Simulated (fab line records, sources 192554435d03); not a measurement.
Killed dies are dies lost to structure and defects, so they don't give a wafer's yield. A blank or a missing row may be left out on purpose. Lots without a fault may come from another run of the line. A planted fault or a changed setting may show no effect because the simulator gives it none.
Chamber matching | flow n5_finfet | N5_HKMG_FIN_ETCH_58 on rie_diel-04: 4 sister chambers
The step etches SOC in N2/H2, target depth 215.8 nm, time 741 s. 14 wafers are shown with their chamber, then 7 later ones without.

WAFERS WITH THEIR CHAMBER
wafer  | chamber | showerhead_plenum_p_Torr (Torr) | throttle_valve_pct (%) | oes_product_au (a.u.)
L074.2 | 2       | 2.51                            | 17.84                  | 0.72
L074.3 | 0       | 2.50                            | 17.45                  | 0.68
L074.6 | 3       | 2.64                            | 17.79                  | 0.75
L075.1 | 3       | 2.64                            | 17.80                  | 0.75
L075.3 | 1       | 2.61                            | 17.53                  | 1.02
L075.5 | 2       | 2.51                            | 17.82                  | 0.74
L076.2 | 1       | 2.61                            | 17.53                  | 0.99
L076.5 | 2       | 2.51                            | 17.83                  | 0.72
L076.6 | 1       | 2.61                            | 17.54                  | 0.98
L077.2 | 2       | 2.51                            | 17.82                  | 0.72
L077.3 | 1       | 2.61                            | 17.52                  | 0.97
L077.6 | 1       | 2.61                            | 17.53                  | 0.96
L085.3 | 0       | 2.49                            | 17.49                  | 0.67
L085.5 | 1       | 2.61                            | 17.56                  | 0.94

SIGNATURES (means of the wafers above)
reading                  | chamber 0 | chamber 1 | chamber 2 | chamber 3 | scatter within a chamber
showerhead_plenum_p_Torr | 2.4950    | 2.6100    | 2.5100    | 2.6400    | 0.00224
throttle_valve_pct       | 17.4700   | 17.5350   | 17.8275   | 17.7950   | 0.0144
oes_product_au           | 0.6750    | 0.9767    | 0.7250    | 0.7500    | 0.0202
Rule: a wafer's distance from a chamber is the root of the sum, over the readings, of the square of ((its reading less the chamber's mean) divided by the reading's scatter). The wafer belongs to the nearest chamber; if the next one is less than 2 further off, it can't be placed. The scatter: the root of (the sum of the squares of (reading less its chamber's mean) over the shown wafers, divided by (wafers less chambers)).

WAFERS WITHOUT THEIR CHAMBER
wafer  | showerhead_plenum_p_Torr (Torr) | throttle_valve_pct (%) | oes_product_au (a.u.)
L085.6 | 2.50                            | 17.84                  | 0.71
L086.1 | 2.63                            | 17.81                  | 0.73
L086.3 | 2.60                            | 17.56                  | 0.92
L086.4 | 2.49                            | 17.48                  | 0.66
L088.1 | 2.62                            | 17.80                  | 0.72
L088.3 | 2.49                            | 17.49                  | 0.66
L088.4 | 2.60                            | 17.55                  | 0.91

WHICH CHAMBER EACH WENT THROUGH
wafer  | from the rows above | in truth
L085.6 | 2                   | 2
L086.1 | 3                   | 3
L086.3 | 1                   | 1
L086.4 | 0                   | 0
L088.1 | 3                   | 3
L088.3 | 0                   | 0
L088.4 | 1                   | 1
Placed correctly: 7 of 7. Can't be placed from these rows: 0. Placed wrongly: 0.
